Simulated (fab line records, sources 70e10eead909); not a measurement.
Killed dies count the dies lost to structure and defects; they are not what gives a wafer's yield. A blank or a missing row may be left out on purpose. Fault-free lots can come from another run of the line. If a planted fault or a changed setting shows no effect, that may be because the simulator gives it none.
Which of the tools did it? | flow nandHarc | 13 lots with 39 wafers sampled at 2 steps, on a route of 1302 steps

WHAT THE GAUGES READ, wafer by wafer
NHARC_P_CONTACT_CD_MEAS_12: target cd 90 nm. Usual: cdNm 90.0 nm, standard deviation 0.49.
lot  | measured     | on       | cdNm (nm)       | flag
L971 | day 5 22:43  | cdSem-03 | 90.2 90.6 89.7  | 
L973 | day 6 16:05  | cdSem-01 | 90.1 90.4 90.6  | 
L974 | day 7 06:19  | cdSem-03 | 89.7 89.8 90.5  | 
L977 | day 8 09:41  | cdSem-03 | 91.3 90.7 90.8  | 
L978 | day 9 00:00  | cdSem-01 | 89.2 90.3 90.0  | 
L979 | day 9 02:06  | cdSem-02 | 90.5 90.3 90.1  | 
L980 | day 9 14:52  | cdSem-02 | 90.3 89.9 90.3  | 
L983 | day 10 15:59 | cdSem-02 | 89.1 88.9 89.2  | 
L987 | day 12 16:56 | cdSem-01 | 107.5 89.8 90.7 | OFF
L988 | day 12 21:55 | cdSem-03 | 89.8 89.4 89.3  | 
L992 | day 14 12:10 | cdSem-03 | 90.3 90.2 90.7  | 
L993 | day 15 01:37 | cdSem-03 | 90.1 89.6 90.6  | 
L994 | day 15 20:01 | cdSem-02 | 90.1 89.6 90.1  | 

WHICH TOOL RAN EACH LOT (tool, then ch and the chambers of the sampled wafers, then the start)
lot  | NHARC_P_CONTACT_PEB_10
L971 | lithoTrack-04 ch 0, day 5 22:38
L973 | lithoTrack-06 ch 0, day 6 16:01
L974 | lithoTrack-06 ch 0, day 7 06:14
L977 | lithoTrack-01 ch 0, day 8 09:37
L978 | lithoTrack-04 ch 0, day 8 23:55
L979 | lithoTrack-06 ch 0, day 9 02:01
L980 | lithoTrack-01 ch 0, day 9 14:47
L983 | lithoTrack-06 ch 0, day 10 15:55
L987 | lithoTrack-06 ch 0, day 12 16:52
L988 | lithoTrack-01 ch 0, day 12 21:50
L992 | lithoTrack-01 ch 0, day 14 12:05
L993 | lithoTrack-04 ch 0, day 15 01:32
L994 | lithoTrack-01 ch 0, day 15 19:56
- NHARC_P_CONTACT_PEB_10: peb time 65 s.

WHAT THE TOOLS THEMSELVES READ (means of the sampled wafers that have a number; where no wafer has one, the mark that the record gives instead)
NHARC_P_CONTACT_PEB_10. Usual: plateTempC 99.97 C, standard deviation 0.13.
lot  | tool          | plateTempC (C) | flag
L971 | lithoTrack-04 | 99.95          | 
L973 | lithoTrack-06 | 100.03         | 
L974 | lithoTrack-06 | 99.99          | 
L977 | lithoTrack-01 | 100.11         | 
L978 | lithoTrack-04 | 99.95          | 
L979 | lithoTrack-06 | 99.77          | 
L980 | lithoTrack-01 | 99.91          | 
L983 | lithoTrack-06 | 100.05         | 
L987 | lithoTrack-06 | 99.74          | 
L988 | lithoTrack-01 | 99.99          | 
L992 | lithoTrack-01 | 99.89          | 
L993 | lithoTrack-04 | 99.92          | 
L994 | lithoTrack-01 | 99.90          | 

THE ANSWER, worked out from the rows above alone
Rule: take the mean of a lot's wafers that have a number; if it is more than 3 standard deviations from the usual mean, the lot is off. Also off: a lot with no number at a reading for which 4 or more lots have one. All remaining lots with rows at the step are treated as sound. Order of review: gauges by route order, followed by the tools' own readings, for which a lot's mean as printed above is used. At the first step where some lot is off, the reading lying furthest off is the one used; lots without a number count as furthest.
Off at NHARC_P_CONTACT_CD_MEAS_12 (cdNm): L987.
A tool fits if, at a process step before that reading, it ran every lot that is off, and no sound lot after the first of them. Gauges at NHARC_P_CONTACT_CD_MEAS_12: tried the same way as those tools. 2 tools fit, lithoTrack-06 at NHARC_P_CONTACT_PEB_10 and cdSem-01 at NHARC_P_CONTACT_CD_MEAS_12, so this cannot tell which one it is.

WHAT HAD BEEN PUT IN BY THE SIMULATOR
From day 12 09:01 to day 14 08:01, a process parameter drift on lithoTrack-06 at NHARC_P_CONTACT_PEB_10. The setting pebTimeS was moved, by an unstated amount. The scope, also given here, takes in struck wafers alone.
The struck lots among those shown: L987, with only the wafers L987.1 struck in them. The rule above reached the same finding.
